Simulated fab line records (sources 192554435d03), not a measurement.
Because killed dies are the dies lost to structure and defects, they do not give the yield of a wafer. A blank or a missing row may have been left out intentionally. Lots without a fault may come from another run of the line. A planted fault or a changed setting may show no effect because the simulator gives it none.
Chamber matching / flow n5Finfet / rieSi-02 running N5_BEOL_M0_SAQP_MANDREL2_REMOVE_110: 4 sister chambers
The step chemistry HBr/Cl2/O2, target a-Si, stops on SiCN, bt time 10 s. 4 wafers are shown with their chamber, then 7 later ones without.

WAFERS, EACH WITH ITS CHAMBER
wafer=L074.4; chamber=0; throttleValvePct (%)=36.8
wafer=L084.6; chamber=1; throttleValvePct (%)=37.8
wafer=L088.1; chamber=2; throttleValvePct (%)=36.8
wafer=L088.2; chamber=3; throttleValvePct (%)=37.1

WAFERS WITHOUT THEIR CHAMBER
wafer=L088.5; throttleValvePct (%)=36.7
wafer=L094.3; throttleValvePct (%)=36.8
wafer=L094.4; throttleValvePct (%)=37.8
wafer=L094.6; throttleValvePct (%)=37.8
wafer=L096.1; throttleValvePct (%)=36.7
wafer=L096.2; throttleValvePct (%)=37.1
wafer=L096.4; throttleValvePct (%)=37.8

THE CHAMBER EACH PASSED THROUGH
wafer=L088.5; from the rows above=can't be placed: 0 or 2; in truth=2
wafer=L094.3; from the rows above=can't be placed: 0 or 2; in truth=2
wafer=L094.4; from the rows above=1; in truth=1
wafer=L094.6; from the rows above=1; in truth=1
wafer=L096.1; from the rows above=can't be placed: 0 or 2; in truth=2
wafer=L096.2; from the rows above=3; in truth=3
wafer=L096.4; from the rows above=1; in truth=1
Placed correctly: 4 of 7. From these rows, 3 cannot be placed; in 3 the true chamber is one of the candidates. Wrongly placed: 0.
How it was worked out, from the rows above alone: a wafer's distance from a chamber is the root of the sum, over the readings, of the square of ((its reading less the chamber's mean) divided by the reading's scatter). The wafer belongs to the nearest chamber; if the next one is less than 2 further off, it can't be placed. For every chamber, the mean is computed from those of its wafers that are shown. The scatter: root of mean squared gap, hidden wafer to nearest shown wafer, with one shown wafer a chamber.
